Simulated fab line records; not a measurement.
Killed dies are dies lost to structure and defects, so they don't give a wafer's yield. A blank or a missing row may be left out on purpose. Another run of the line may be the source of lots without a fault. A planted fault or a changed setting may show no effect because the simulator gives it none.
fab line records + flow n5_finfet + part 1 of 2: steps 1 to 4 of 6
record:
- lots: 21
- wafers: 63
- last_day: 19
route steps=1938 shown GATE_CUT@466 MOL_CONTACT_COAG@531
lots that met no fault: from a run of the same line without faults
start_h: hours from the record's opening day to when the first of the lot's shown wafers began + wait_h: hours elapsed since this lot's preceding step + " unchanged from the row above + L1.1+2: several wafers, shown together as one row + - no value present, or no start provided + * or withheld: withheld + < > ~ a bound
route shown NAME@n: a module of which the file shows steps, and the number in the route of the first + usual: the fault-free wafers' mean and standard deviation + same: alike in all rows + chamber/n: place in a boat + sites: readings site by site + _std_site: their standard deviation + _edge_site: outer sites' mean less inner sites' + radius_mm: for every site, how far away it sits from the centre of the wafer + mask NAME#n: copy n + behind: tool/chamber where the wafer was last shaped + hold: reason for holding the lot/hours on hold/outcome of the hold + device: transistor that didn't switch, given as n, p or np + end of line: at the end of the route, the tests of the same wafers + a step given without rows: its recipe and nothing more + killed: dies that structure and defects cost at the first sort, which is not the same as the wafer's yield + map: a wafer's dies, marking killed ones x, the rest . and places with no die _
set.NAME: the setting that was run; set.NAME@STEP: the one run at that earlier step + model.NAME: the simulator's own value behind a step, which no gauge read
route steps across a sampled set of lots; one table per step, one row per wafer
services: a tool's chamber out of use, with start hour (start_h, from the record's first day; less than 0 if before it), hours out, and reason
== steps ==
step: N5_GATE_CUT_ETCH_56
recipe:
- chemistry: Cl2/Ar
- target: TiN
- target_depth_a: 216
- pressure_mtorr: 10
- icp_w: 600
- bias_w: 60
- Cl2_flow_sccm: 40
- Ar_flow_sccm: 60
usual:
- drypump_motor_current_A: 5.6/0.38
- oes_product_au: 0.74/0.14
- throttle_valve_pct: 21.01/0.14
| lot.wafer | tool         | chamber | start_h | wait_h | drypump_motor_current_A | oes_product_au | rf_hours_counter_h | throttle_valve_pct |
|-----------|--------------|---------|---------|--------|-------------------------|----------------|--------------------|--------------------|
| L074.1    | rie_metal-01 | 1       | 82.89   | 0.2    | 5.1                     | 0.95           | 5                  | 21.13              |
| L074.4    | "            | 1       | "       | "      | 5.1                     | 0.95           | -                  | 21.12              |
| L074.6    | "            | 1       | "       | "      | 5.1                     | 0.94           | -                  | 21.13              |
| L075.2    | rie_metal-03 | 1       | 87.71   | 0.1    | 5.3                     | 0.63           | 106                | 20.77              |
| L075.4    | "            | 0       | "       | "      | 6.1                     | 0.67           | -                  | 21.09              |
| L075.5    | "            | 1       | "       | "      | 5.3                     | 0.63           | -                  | 20.78              |
| L077.1    | rie_metal-02 | 1       | 97.65   | 0.1    | 5.7                     | 0.58           | 140                | 21.26              |
| L077.2    | "            | 0       | "       | "      | 5.4                     | 0.67           | 90                 | 20.91              |
| L077.4    | "            | 0       | "       | "      | 5.4                     | 0.66           | -                  | 20.91              |
| L078.1    | rie_metal-01 | 0       | 104.12  | 0.1    | 6.1                     | 0.99           | 2                  | 21.06              |
| L078.2    | "            | 1       | "       | "      | 5.1                     | 0.93           | 7                  | 21.13              |
| L078.4    | "            | 1       | "       | "      | 5.1                     | 0.93           | -                  | 21.14              |
| L079.1    | rie_metal-03 | 1       | 108.83  | 0.1    | 5.3                     | 0.63           | 108                | 20.77              |
| L079.4    | "            | 0       | "       | "      | 6.1                     | 0.66           | -                  | 21.11              |
| L079.6    | "            | 0       | "       | "      | 6.1                     | 0.67           | -                  | 21.10              |
| L080.2    | rie_metal-01 | 0       | 115.91  | 0.1    | 6.0                     | 0.98           | 3                  | 21.07              |
| L080.3    | "            | 1       | "       | "      | 5.1                     | 0.93           | -                  | 21.14              |
| L080.4    | "            | 0       | "       | "      | 6.1                     | 0.98           | -                  | 21.05              |
| L081.3    | rie_metal-03 | 1       | 122.48  | 0.1    | 5.3                     | 0.63           | -                  | 20.76              |
| L081.4    | "            | 0       | "       | "      | 6.1                     | 0.66           | -                  | 21.10              |
| L081.6    | "            | 0       | "       | "      | 6.1                     | 0.66           | -                  | 21.11              |
| L082.3    | rie_metal-02 | 0       | 131.07  | 0.1    | 5.4                     | 0.66           | -                  | 20.90              |
| L082.4    | "            | 1       | "       | "      | 5.7                     | 0.58           | -                  | 21.28              |
| L082.6    | "            | 0       | "       | "      | 5.4                     | 0.66           | -                  | 20.91              |
| L084.1    | rie_metal-03 | 0       | 141.47  | 0.1    | 6.1                     | 0.66           | 105                | 21.11              |
| L084.3    | "            | 1       | "       | "      | 5.3                     | 0.62           | -                  | 20.79              |
| L084.5    | "            | 1       | "       | "      | 5.3                     | 0.63           | -                  | 20.78              |
| L085.2    | rie_metal-01 | 1       | 145.43  | 0.1    | 5.1                     | 0.90           | 10                 | 21.15              |
| L085.4    | "            | 0       | "       | "      | 6.1                     | 0.96           | -                  | 21.08              |
| L085.6    | "            | 1       | "       | "      | 5.1                     | 0.92           | -                  | 21.14              |
| L086.1    | rie_metal-02 | 0       | 150.77  | 0.2    | 5.4                     | 0.66           | 95                 | 20.93              |
| L086.2    | "            | 0       | "       | "      | 5.4                     | 0.66           | -                  | 20.92              |
| L086.3    | "            | 0       | "       | "      | 5.4                     | 0.65           | -                  | 20.93              |
| L087.1    | rie_metal-01 | 0       | 156.30  | 0.1    | 6.1                     | 0.95           | 6                  | 21.09              |
| L087.2    | "            | 1       | "       | "      | 5.1                     | 0.90           | 11                 | 21.14              |
| L087.5    | "            | 1       | "       | "      | 5.1                     | 0.90           | -                  | 21.15              |
| L088.1    | rie_metal-02 | 0       | 162.39  | 0.2    | 5.4                     | 0.66           | 97                 | 20.91              |
| L088.4    | "            | 0       | "       | "      | 5.4                     | 0.66           | -                  | 20.92              |
| L088.5    | "            | 0       | "       | "      | 5.4                     | 0.65           | -                  | 20.92              |
| L089.1    | rie_metal-02 | 0       | 168.20  | 0.2    | 5.4                     | 0.65           | 98                 | 20.92              |
| L089.4    | "            | 0       | "       | "      | 5.4                     | 0.64           | -                  | 20.92              |
| L089.6    | "            | 0       | "       | "      | 5.4                     | 0.65           | -                  | 20.94              |
| L091.1    | rie_metal-03 | 0       | 180.78  | 0.1    | 6.1                     | 0.65           | 110                | 21.13              |
| L091.2    | "            | 1       | "       | "      | 5.3                     | 0.61           | 116                | 20.79              |
| L091.4    | "            | 0       | "       | "      | 6.1                     | 0.65           | -                  | 21.14              |
| L092.2    | rie_metal-03 | 1       | 187.08  | 0.1    | 5.3                     | 0.62           | 116                | 20.81              |
| L092.4    | "            | 1       | "       | "      | 5.3                     | 0.61           | -                  | 20.80              |
| L092.5    | "            | 1       | "       | "      | 5.3                     | 0.62           | -                  | 20.81              |
| L093.2    | rie_metal-02 | 1       | 197.79  | 0.1    | 5.7                     | 0.94           | 2                  | 20.94              |
| L093.4    | "            | 1       | "       | "      | 5.7                     | 0.94           | -                  | 20.94              |
| L093.6    | "            | 1       | "       | "      | 5.7                     | 0.93           | -                  | 20.94              |
| L076.2    | rie_metal-03 | 0       | 198.63  | 0.1    | 6.1                     | 0.65           | 111                | 21.14              |
| L076.3    | "            | 0       | "       | "      | 6.1                     | 0.65           | -                  | 21.14              |
| L076.5    | "            | 1       | "       | "      | 5.3                     | 0.61           | -                  | 20.81              |
| L095.1    | rie_metal-01 | 0       | 213.73  | 0.1    | 6.1                     | 0.94           | 10                 | 21.07              |
| L095.3    | "            | 1       | "       | "      | 5.1                     | 0.89           | -                  | 21.16              |
| L095.6    | "            | 0       | "       | "      | 6.1                     | 0.93           | -                  | 21.08              |
| L097.1    | rie_metal-02 | 1       | 219.19  | 0.1    | 5.7                     | 0.92           | 5                  | 20.95              |
| L097.3    | "            | 0       | "       | "      | 5.4                     | 0.64           | -                  | 20.94              |
| L097.6    | "            | 1       | "       | "      | 5.7                     | 0.91           | -                  | 20.96              |
| L096.1    | rie_metal-01 | 0       | 219.85  | 0.1    | 6.0                     | 0.92           | 10                 | 21.09              |
| L096.3    | "            | 0       | "       | "      | 6.1                     | 0.92           | -                  | 21.08              |
| L096.4    | "            | 1       | "       | "      | 5.1                     | 0.87           | -                  | 21.16              |
step: N5_GATE_CUT_SAC_CAP_01
recipe:
- material: SiNx
- target_thk_a: 240
- temp_c: 400
- ald_precursor_family: SiH2I2
- ald_co_reactant: N2/H2-plasma
- pulse_time_s: 1
- ald_cycles: 480
- purge_time_s: 2
- co_reactant_purge_time_s: 2
- pressure_torr: 2
usual:
- heater_power_w: 825/78
- precursor_pulse_height_rel: 1.001/0.02
same:
- ald_cycles: 480
- co_reactant_purge_time_s: 2
| lot.wafer | tool       | chamber | start_h | wait_h | heater_power_w | precursor_pulse_height_rel |
|-----------|------------|---------|---------|--------|----------------|----------------------------|
| L074.1    | ald_sin-01 | 0       | 83.69   | 0.0    | 822            | 0.983                      |
| L074.4    | "          | 2       | "       | "      | 764            | 0.995                      |
| L074.6    | "          | 3       | 84.77   | 1.1    | 815            | 1.024                      |
| L075.2    | ald_sin-02 | 0       | 88.66   | 0.5    | 755            | 0.980                      |
| L075.4    | "          | 1       | "       | "      | 865            | 0.980                      |
| L075.5    | "          | 0       | 89.74   | 1.6    | 760            | 0.965                      |
| L077.1    | ald_sin-03 | 0       | 98.13   | 0.0    | 843            | 0.988                      |
| L077.2    | "          | 1       | "       | "      | 810            | 1.012                      |
| L077.4    | "          | 3       | "       | "      | 868            | 0.981                      |
| L078.1    | ald_sin-02 | 1       | 104.63  | 0.0    | 844            | 0.966                      |
| L078.2    | "          | 2       | "       | "      | 1000           | 1.037                      |
| L078.4    | "          | 0       | "       | "      | 748            | 1.006                      |
| L079.1    | ald_sin-02 | 3       | 109.33  | 0.0    | 752            | 0.999                      |
| L079.4    | "          | 0       | "       | "      | 753            | 0.987                      |
| L079.6    | "          | 0       | 110.41  | 1.1    | 751            | 1.014                      |
| L080.2    | ald_sin-03 | 2       | 116.40  | 0.0    | 754            | 0.993                      |
| L080.3    | "          | 3       | "       | "      | 871            | 1.030                      |
| L080.4    | "          | 0       | 117.48  | 1.1    | 809            | 0.996                      |
| L081.3    | ald_sin-03 | 2       | 123.07  | 0.0    | 760            | 0.996                      |
| L081.4    | "          | 0       | "       | "      | 826            | 0.987                      |
| L081.6    | "          | 2       | 124.16  | 1.1    | 750            | 1.017                      |
| L082.3    | ald_sin-02 | 0       | 131.53  | 0.0    | 772            | 0.986                      |
| L082.4    | "          | 1       | "       | "      | 856            | 1.013                      |
| L082.6    | "          | 2       | 132.61  | 1.1    | 988            | 1.014                      |
| L084.1    | ald_sin-02 | 0       | 142.12  | 0.0    | 745            | 0.990                      |
| L084.3    | "          | 2       | "       | "      | 999            | 0.968                      |
| L084.5    | "          | 3       | 143.21  | 1.1    | 744            | 1.029                      |
| L085.2    | ald_sin-03 | 0       | 146.70  | 0.8    | 849            | 1.013                      |
| L085.4    | "          | 3       | "       | "      | 874            | 0.983                      |
| L085.6    | "          | 0       | 147.78  | 1.9    | 851            | 0.995                      |
| L086.1    | ald_sin-03 | 3       | 151.80  | 0.3    | 884            | 1.025                      |
| L086.2    | "          | 1       | "       | "      | 848            | 1.002                      |
| L086.3    | "          | 2       | "       | "      | 762            | 0.973                      |
| L087.1    | ald_sin-01 | 1       | 156.79  | 0.0    | 877            | 1.024                      |
| L087.2    | "          | 0       | "       | "      | 807            | 0.983                      |
| L087.5    | "          | 1       | 157.88  | 1.1    | 901            | 1.013                      |
| L088.1    | ald_sin-01 | 2       | 163.03  | 0.0    | 729            | 1.044                      |
| L088.4    | "          | 0       | "       | "      | 807            | 0.998                      |
| L088.5    | "          | 1       | 164.11  | 1.1    | 877            | 1.005                      |
| L089.1    | ald_sin-01 | 0       | 168.84  | 0.0    | 821            | 0.975                      |
| L089.4    | "          | 3       | "       | "      | 842            | 1.004                      |
| L089.6    | "          | 2       | 169.93  | 1.1    | 721            | 0.996                      |
| L091.1    | ald_sin-01 | 2       | 182.53  | 0.8    | 729            | 1.009                      |
| L091.2    | "          | 3       | "       | "      | 829            | 1.001                      |
| L091.4    | "          | 1       | "       | "      | 874            | 1.001                      |
| L092.2    | ald_sin-01 | 3       | 187.94  | 0.2    | 811            | 0.976                      |
| L092.4    | "          | 0       | 189.03  | 1.2    | 795            | 1.016                      |
| L092.5    | "          | 3       | "       | "      | 815            | 1.003                      |
| L093.2    | ald_sin-02 | 0       | 198.74  | 0.5    | 774            | 1.030                      |
| L093.4    | "          | 2       | "       | "      | 1001           | 1.021                      |
| L093.6    | "          | 0       | 199.82  | 1.6    | 781            | 1.002                      |
| L076.2    | ald_sin-03 | 1       | 199.12  | 0.0    | 785            | 0.997                      |
| L076.3    | "          | 3       | "       | "      | 872            | 1.026                      |
| L076.5    | "          | 1       | 200.21  | 1.1    | 792            | 0.995                      |
| L095.1    | ald_sin-01 | 3       | 214.42  | 0.0    | 820            | 1.029                      |
| L095.3    | "          | 0       | "       | "      | 789            | 1.011                      |
| L095.6    | "          | 2       | 215.51  | 1.1    | 724            | 0.976                      |
| L097.1    | ald_sin-02 | 3       | 219.68  | 0.0    | 762            | 1.006                      |
| L097.3    | "          | 1       | "       | "      | 853            | 1.012                      |
| L097.6    | "          | 3       | 220.77  | 1.1    | 764            | 0.985                      |
| L096.1    | ald_sin-03 | 1       | 220.34  | 0.0    | 780            | 1.005                      |
| L096.3    | "          | 0       | "       | "      | 838            | 1.016                      |
| L096.4    | "          | 3       | "       | "      | 873            | 0.965                      |
step: N5_GATE_CUT_STRIP_41
recipe:
- chemistry: CF4
- resist: SiARC
- power_w: 300
- bias_power_w: 75
- pressure_mtorr: 50
- cf4_flow_sccm: 150
- rf_frequency_hz: 6e+07
usual:
- drypump_motor_current_A: 5.5/0.38
- oes_product_au: 0.179/0.018
- rf_vpp_V: 271.7/1.3
- showerhead_plenum_p_Torr: 1.82/0.053
- throttle_valve_pct: 13.70/0.18
| lot.wafer | tool        | chamber | start_h | wait_h | drypump_motor_current_A | oes_product_au | rf_hours_counter_h | rf_vpp_V | showerhead_plenum_p_Torr | throttle_valve_pct |
|-----------|-------------|---------|---------|--------|-------------------------|----------------|--------------------|----------|--------------------------|--------------------|
| L074.1    | rie_diel-05 | 3       | 86.97   | 0.0    | 5.3                     | 0.177          | 145                | 269.5    | 1.74                     | 13.61              |
| L074.4    | "           | 1       | "       | "      | 6.2                     | 0.196          | 55                 | 274.0    | 1.82                     | 13.52              |
| L074.6    | "           | 2       | "       | "      | 5.6                     | 0.177          | -                  | 269.9    | 1.72                     | 13.72              |
| L075.2    | rie_diel-05 | 3       | 91.95   | 0.0    | 5.4                     | 0.184          | 146                | 270.1    | 1.74                     | 13.61              |
| L075.4    | "           | 1       | "       | "      | 6.2                     | 0.192          | 56                 | 271.6    | 1.82                     | 13.54              |
| L075.5    | "           | 0       | "       | "      | 5.0                     | 0.165          | -                  | 272.0    | 1.83                     | 14.06              |
| L077.1    | rie_diel-04 | 2       | 101.54  | 0.0    | 4.9                     | 0.159          | 242                | 271.8    | 1.84                     | 14.08              |
| L077.2    | "           | 0       | "       | "      | 5.4                     | 0.168          | 165                | 272.2    | 1.88                     | 13.47              |
| L077.4    | "           | 1       | "       | "      | 5.0                     | 0.185          | 121                | 273.3    | 1.89                     | 13.64              |
| L078.1    | rie_diel-05 | 3       | 108.18  | 0.0    | 5.4                     | 0.174          | 151                | 270.1    | 1.74                     | 13.63              |
| L078.2    | "           | 1       | "       | "      | 6.2                     | 0.191          | 61                 | 272.5    | 1.82                     | 13.56              |
| L078.4    | "           | 0       | "       | "      | 5.0                     | 0.156          | 229                | 272.9    | 1.83                     | 14.05              |
| L079.1    | rie_diel-04 | 1       | 112.61  | 0.0    | 5.0                     | 0.179          | 125                | 272.7    | 1.89                     | 13.67              |
| L079.4    | "           | 0       | "       | "      | 5.5                     | 0.167          | 169                | 271.7    | 1.87                     | 13.51              |
| L079.6    | "           | 0       | "       | "      | 5.4                     | 0.175          | -                  | 271.1    | 1.88                     | 13.50              |
| L080.2    | rie_diel-04 | 1       | 119.80  | 0.0    | 5.0                     | 0.181          | 127                | 274.0    | 1.88                     | 13.66              |
| L080.3    | "           | 3       | "       | "      | 5.3                     | 0.158          | 208                | 271.6    | 1.77                     | 13.92              |
| L080.4    | "           | 0       | "       | "      | 5.4                     | 0.170          | 171                | 273.0    | 1.87                     | 13.51              |
| L081.3    | rie_diel-02 | 1       | 126.48  | 0.0    | 6.0                     | 0.201          | 30                 | 271.6    | 1.82                     | 13.67              |
| L081.4    | "           | 1       | "       | "      | 6.1                     | 0.210          | -                  | 272.3    | 1.82                     | 13.68              |
| L081.6    | "           | 2       | "       | "      | 5.7                     | 0.176          | -                  | 271.6    | 1.86                     | 13.58              |
| L082.3    | rie_diel-04 | 1       | 134.83  | 0.0    | 5.0                     | 0.179          | 131                | 272.4    | 1.88                     | 13.65              |
| L082.4    | "           | 0       | "       | "      | 5.5                     | 0.182          | -                  | 271.4    | 1.87                     | 13.51              |
| L082.6    | "           | 1       | "       | "      | 5.0                     | 0.180          | -                  | 273.8    | 1.88                     | 13.67              |
| L084.1    | rie_diel-05 | 2       | 145.68  | 0.0    | 5.7                     | 0.175          | 141                | 270.2    | 1.72                     | 13.76              |
| L084.3    | "           | 1       | "       | "      | 6.2                     | 0.197          | 72                 | 271.4    | 1.82                     | 13.57              |
| L084.5    | "           | 2       | "       | "      | 5.7                     | 0.184          | -                  | 270.8    | 1.72                     | 13.76              |
| L085.2    | rie_diel-05 | 2       | 150.11  | 0.0    | 5.7                     | 0.174          | 143                | 269.8    | 1.72                     | 13.75              |
| L085.4    | "           | 0       | "       | "      | 4.9                     | 0.155          | 241                | 271.8    | 1.83                     | 14.10              |
| L085.6    | "           | 0       | "       | "      | 4.9                     | 0.156          | -                  | 272.2    | 1.83                     | 14.09              |
| L086.1    | rie_diel-04 | 3       | 155.54  | 0.0    | 5.3                     | 0.162          | 221                | 270.8    | 1.77                     | 13.96              |
| L086.2    | "           | 0       | "       | "      | 5.4                     | 0.171          | 183                | 273.1    | 1.87                     | 13.53              |
| L086.3    | "           | 1       | "       | "      | 5.0                     | 0.179          | 140                | 272.6    | 1.88                     | 13.69              |
| L087.1    | rie_diel-05 | 2       | 160.22  | 0.0    | 5.7                     | 0.171          | 146                | 269.9    | 1.72                     | 13.76              |
| L087.2    | "           | 0       | "       | "      | 5.0                     | 0.159          | 244                | 273.2    | 1.83                     | 14.11              |
| L087.5    | "           | 2       | "       | "      | 5.7                     | 0.177          | -                  | 270.1    | 1.72                     | 13.76              |
| L088.1    | rie_diel-04 | 3       | 166.43  | 0.0    | 5.4                     | 0.161          | 224                | 271.5    | 1.77                     | 13.96              |
| L088.4    | "           | 0       | "       | "      | 5.5                     | 0.164          | 187                | 272.7    | 1.87                     | 13.53              |
| L088.5    | "           | 1       | "       | "      | 5.0                     | 0.176          | -                  | 273.5    | 1.88                     | 13.69              |
| L089.1    | rie_diel-04 | 3       | 172.50  | 0.0    | 5.3                     | 0.149          | 226                | 270.5    | 1.77                     | 13.97              |
| L089.4    | "           | 2       | "       | "      | 5.0                     | 0.210          | 5                  | 272.6    | 1.84                     | 13.55              |
| L089.6    | "           | 3       | "       | "      | 5.3                     | 0.156          | -                  | 271.3    | 1.77                     | 13.97              |
| L091.1    | rie_diel-02 | 2       | 185.82  | 0.0    | 5.7                     | 0.172          | 156                | 273.7    | 1.86                     | 13.60              |
| L091.2    | "           | 1       | "       | "      | 6.0                     | 0.203          | 48                 | 273.0    | 1.81                     | 13.70              |
| L091.4    | "           | 0       | "       | "      | 5.6                     | 0.186          | 109                | 270.3    | 1.82                     | 13.70              |
| L092.2    | rie_diel-02 | 1       | 191.23  | 0.0    | 6.0                     | 0.199          | 49                 | 270.1    | 1.81                     | 13.71              |
| L092.4    | "           | 2       | "       | "      | 5.7                     | 0.168          | 158                | 274.3    | 1.86                     | 13.61              |
| L092.5    | "           | 2       | "       | "      | 5.7                     | 0.173          | -                  | 272.7    | 1.86                     | 13.61              |
| L093.2    | rie_diel-05 | 2       | 202.43  | 0.0    | 5.7                     | 0.166          | 161                | 268.8    | 1.72                     | 13.78              |
| L093.4    | "           | 3       | "       | "      | 5.4                     | 0.170          | -                  | 269.7    | 1.73                     | 13.68              |
| L093.6    | "           | 2       | "       | "      | 5.7                     | 0.172          | -                  | 270.1    | 1.71                     | 13.78              |
| L076.2    | rie_diel-04 | 3       | 203.07  | 0.0    | 5.4                     | 0.158          | 234                | 270.5    | 1.77                     | 13.97              |
| L076.3    | "           | 1       | "       | "      | 5.0                     | 0.174          | 152                | 274.4    | 1.88                     | 13.72              |
| L076.5    | "           | 2       | "       | "      | 4.9                     | 0.208          | -                  | 273.3    | 1.83                     | 13.57              |
| L095.1    | rie_diel-04 | 2       | 217.73  | 0.0    | 4.9                     | 0.195          | 18                 | 271.2    | 1.83                     | 13.58              |
| L095.3    | "           | 0       | "       | "      | 5.4                     | 0.171          | 202                | 273.0    | 1.87                     | 13.59              |
| L095.6    | "           | 0       | "       | "      | 5.4                     | 0.167          | -                  | 272.5    | 1.87                     | 13.57              |
| L097.1    | rie_diel-02 | 3       | 223.13  | 0.0    | 5.7                     | 0.207          | 24                 | 274.3    | 1.91                     | 13.46              |
| L097.3    | "           | 2       | "       | "      | 5.7                     | 0.169          | 165                | 272.5    | 1.85                     | 13.62              |
| L097.6    | "           | 1       | "       | "      | 6.1                     | 0.202          | -                  | 271.4    | 1.81                     | 13.72              |
| L096.1    | rie_diel-02 | 1       | 224.17  | 0.0    | 6.0                     | 0.195          | 57                 | 271.8    | 1.81                     | 13.72              |
| L096.3    | "           | 0       | "       | "      | 5.5                     | 0.176          | 117                | 270.8    | 1.82                     | 13.71              |
| L096.4    | "           | 2       | "       | "      | 5.7                     | 0.172          | 166                | 273.7    | 1.86                     | 13.63              |
step: N5_GATE_CUT_CMP_61
recipe:
- stop_on: SiNx
- t_overpolish_s: 3
- post_cmp_clean: alkaline_brush
- down_force_psi: 4
- platen_rpm: 27.09
- pad_velocity_m_s: 0.539
usual:
- head_pressure_psi: 4.000/0.0094
- motor_current_A: 12.7/1.8
| lot.wafer | tool   | chamber | start_h | wait_h | head_pressure_psi | motor_current_A |
|-----------|--------|---------|---------|--------|-------------------|-----------------|
| L074.1    | cmp-02 | 2       | 90.05   | 0.4    | 4.000             | 13.7            |
| L074.4    | "      | 1       | "       | "      | 3.985             | 15.8            |
| L074.6    | "      | 2       | "       | "      | 4.005             | 13.5            |
| L075.4    | cmp-04 | 2       | 95.28   | 0.3    | 3.982             | 13.0            |
| L075.2    | "      | 3       | "       | "      | 4.012             | 15.7            |
| L075.5    | "      | 1       | "       | "      | 3.996             | 11.2            |
| L077.1    | cmp-04 | 3       | 104.45  | 0.4    | 4.003             | 15.7            |
| L077.4    | "      | 1       | "       | "      | 4.004             | 11.3            |
| L077.2    | "      | 2       | "       | "      | 3.980             | 12.4            |
| L078.1    | cmp-04 | 2       | 111.21  | 0.4    | 4.008             | 13.0            |
| L078.4    | "      | 3       | "       | "      | 3.998             | 16.0            |
| L078.2    | "      | 0       | "       | "      | 3.984             | 11.9            |
| L079.4    | cmp-02 | 3       | 115.53  | 0.4    | 4.000             | 13.4            |
| L079.1    | "      | 0       | "       | "      | 3.998             | 10.1            |
| L079.6    | "      | 0       | "       | "      | 3.991             | 10.2            |
| L080.2    | cmp-04 | 0       | 122.73  | 0.4    | 4.008             | 11.7            |
| L080.3    | "      | 1       | "       | "      | 4.005             | 11.4            |
| L080.4    | "      | 3       | "       | "      | 3.993             | 15.1            |
| L081.3    | cmp-04 | 0       | 129.39  | 0.4    | 3.997             | 12.4            |
| L081.4    | "      | 1       | "       | "      | 3.994             | 11.7            |
| L081.6    | "      | 0       | "       | "      | 3.992             | 12.2            |
| L082.3    | cmp-03 | 2       | 138.37  | 0.4    | 4.004             | 11.2            |
| L082.4    | "      | 0       | "       | "      | 4.009             | 12.8            |
| L082.6    | "      | 2       | "       | "      | 3.984             | 10.9            |
| L084.1    | cmp-02 | 1       | 149.29  | 0.3    | 3.999             | 16.4            |
| L084.3    | "      | 2       | "       | "      | 3.990             | 14.0            |
| L084.5    | "      | 0       | "       | "      | 3.976             | 10.7            |
| L085.2    | cmp-02 | 0       | 153.07  | 0.3    | 4.016             | 10.6            |
| L085.4    | "      | 1       | "       | "      | 4.010             | 15.2            |
| L085.6    | "      | 3       | "       | "      | 3.989             | 13.2            |
| L086.2    | cmp-04 | 1       | 158.49  | 0.4    | 4.004             | 11.4            |
| L086.3    | "      | 2       | "       | "      | 4.009             | 13.5            |
| L086.1    | "      | 3       | "       | "      | 4.002             | 15.8            |
| L087.2    | cmp-04 | 1       | 163.19  | 0.3    | 4.005             | 11.4            |
| L087.1    | "      | 2       | "       | "      | 4.021             | 12.9            |
| L087.5    | "      | 0       | "       | "      | 4.004             | 11.6            |
| L088.4    | cmp-04 | 2       | 169.61  | 0.4    | 4.003             | 12.5            |
| L088.1    | "      | 1       | "       | "      | 3.990             | 11.8            |
| L088.5    | "      | 2       | "       | "      | 3.991             | 13.4            |
| L089.4    | cmp-03 | 1       | 175.46  | 0.3    | 4.005             | 9.7             |
| L089.1    | "      | 2       | "       | "      | 4.012             | 10.9            |
| L089.6    | "      | 3       | "       | "      | 4.010             | 10.8            |
| L091.2    | cmp-04 | 1       | 190.15  | 0.3    | 3.995             | 12.0            |
| L091.1    | "      | 2       | "       | "      | 4.000             | 12.7            |
| L091.4    | "      | 3       | "       | "      | 3.984             | 15.9            |
| L092.2    | cmp-03 | 1       | 194.40  | 0.4    | 4.004             | 9.7             |
| L092.4    | "      | 3       | "       | "      | 4.015             | 10.6            |
| L092.5    | "      | 2       | "       | "      | 3.997             | 10.7            |
| L093.2    | cmp-04 | 3       | 206.03  | 0.4    | 3.992             | 16.2            |
| L093.4    | "      | 0       | "       | "      | 3.998             | 11.7            |
| L093.6    | "      | 0       | "       | "      | 4.002             | 12.2            |
| L076.3    | cmp-03 | 3       | 206.29  | 0.4    | 3.997             | 10.8            |
| L076.2    | "      | 2       | "       | "      | 3.985             | 12.0            |
| L076.5    | "      | 0       | "       | "      | 4.016             | 13.0            |
| L095.1    | cmp-04 | 1       | 220.77  | 0.3    | 3.994             | 11.4            |
| L095.3    | "      | 2       | "       | "      | 3.986             | 13.4            |
| L095.6    | "      | 1       | "       | "      | 4.010             | 11.2            |
| L097.1    | cmp-03 | 2       | 226.06  | 0.3    | 4.017             | 11.4            |
| L097.3    | "      | 3       | "       | "      | 3.998             | 10.6            |
| L097.6    | "      | 1       | "       | "      | 3.999             | 10.2            |
| L096.3    | cmp-04 | 1       | 227.07  | 0.4    | 4.007             | 11.6            |
| L096.4    | "      | 2       | "       | "      | 4.014             | 13.6            |
| L096.1    | "      | 3       | "       | "      | 3.996             | 15.6            |
